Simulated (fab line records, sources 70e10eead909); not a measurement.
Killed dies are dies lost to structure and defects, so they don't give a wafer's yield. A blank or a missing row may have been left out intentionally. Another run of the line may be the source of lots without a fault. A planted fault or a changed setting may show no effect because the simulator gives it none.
8D (eight disciplines) problem report, filled in by code || flow nand-harc || the parts of the form that need people (team, actions taken, sign-off) are left out

## 1. WHAT WENT WRONG
time-to-endpoint-s at NHARC_P_M1_CMP_23 reads a mean of 14.7 s on 4 wafers of 3 lots; wafers without a fault read 28.6 s with a standard deviation of 2.7. Relative to the usual mean, that is a shift of -5.1 standard deviations.
The step: polishes, t overpolish 20 s, target thk 157.82 nm.
First observed at day 11 14:54: wafer L794.2, on cmp-01. Wafers with a number at this step in the record: 43, from 15 lots. Rule for "out", or "out of limits": more than 4 standard deviations from the usual mean. All remaining wafers that have a number are taken as sound.

## 2. WHAT IT IS, AND WHAT IT ISN'T
{"question": "which readings at this step", "is": "time-to-endpoint-s", "is not": "edge-zone-pressure-frac, motor-current-A"}
{"question": "which lots", "is": "L794, L795, L796", "is not": "L783, L784, L786, L787, L788, L789, L790, L801, L802, L803, L804, L805"}
{"question": "which wafers of those lots", "is": "L794.2, L794.5, L795.5, L796.5", "is not": "L794.1, L795.3, L796.1"}
{"question": "read on which tools", "is": "cmp-01, cmp-04", "is not": "cmp-03"}
{"question": "when", "is": "from day 11 14:54", "is not": "up to then (22 sound wafers); but 17 sound wafers of L795, L796, L801, L802, L803, L804, L805 came after"}

## 3. WHAT RULES OUT EACH SUSPECT
Counting: if a tool at a process step up to the reading ran every lot that is out, it stays a suspect. Sound lots after the first of them don't rule it out here, since some wafers of a struck lot are sound.
- ecd-cu-01 at NHARC_P_M1_ECD_22 (material Cu, target thk 400 nm): kept. Ran every lot that is out, first one L794 (day 11 14:09); last sound lot up to then L790 (day 9 18:55).
The count leaves ecd-cu-01 at NHARC_P_M1_ECD_22.

## 4. THE CAUSE (what the simulator had put in)
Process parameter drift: ecd-cu-01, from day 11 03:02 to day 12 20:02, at NHARC_P_M1_ECD_22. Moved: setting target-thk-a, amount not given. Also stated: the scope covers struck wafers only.
Counting left only this tool.

## 5. SEQUENCE OF EFFECTS, ordered by route
Each row: a reading where the mean over the struck wafers with a number is more than 3 standard deviations away from the usual. Readings are gone through only where the record gives a usual standard deviation; hours: the median, over the lots, of the time from a lot's start at the first step in this table giving one to that lot's start at this step; sigmas: the change measured in usual standard deviations.
{"hours": 0, "step": "NHARC_P_M1_CMP_23", "reading": "time-to-endpoint-s", "usual": "28.6 s", "on struck wafers": 14.7, "change": -13.9, "sigmas": -5.1}
The process steps in it:
- NHARC_P_M1_CMP_23: polishes, t overpolish 20 s, target thk 157.82 nm.
At these later measuring or inspecting steps, every struck wafer for which the step has a row has a number for every such reading, and none has moved that far: NHARC_P_M1_INSPECT_27.

## 6. HOW IT WOULD HAVE BEEN CAUGHT EARLIER
The fault began at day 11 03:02; the first out-of-limits reading in this record came at day 11 14:54, 12 hours later.
Of the lots that are out (3), L795, L796 began NHARC_P_M1_ECD_22 on ecd-cu-01 after day 11 14:54. A hold on the tool at that time would have spared those 2.
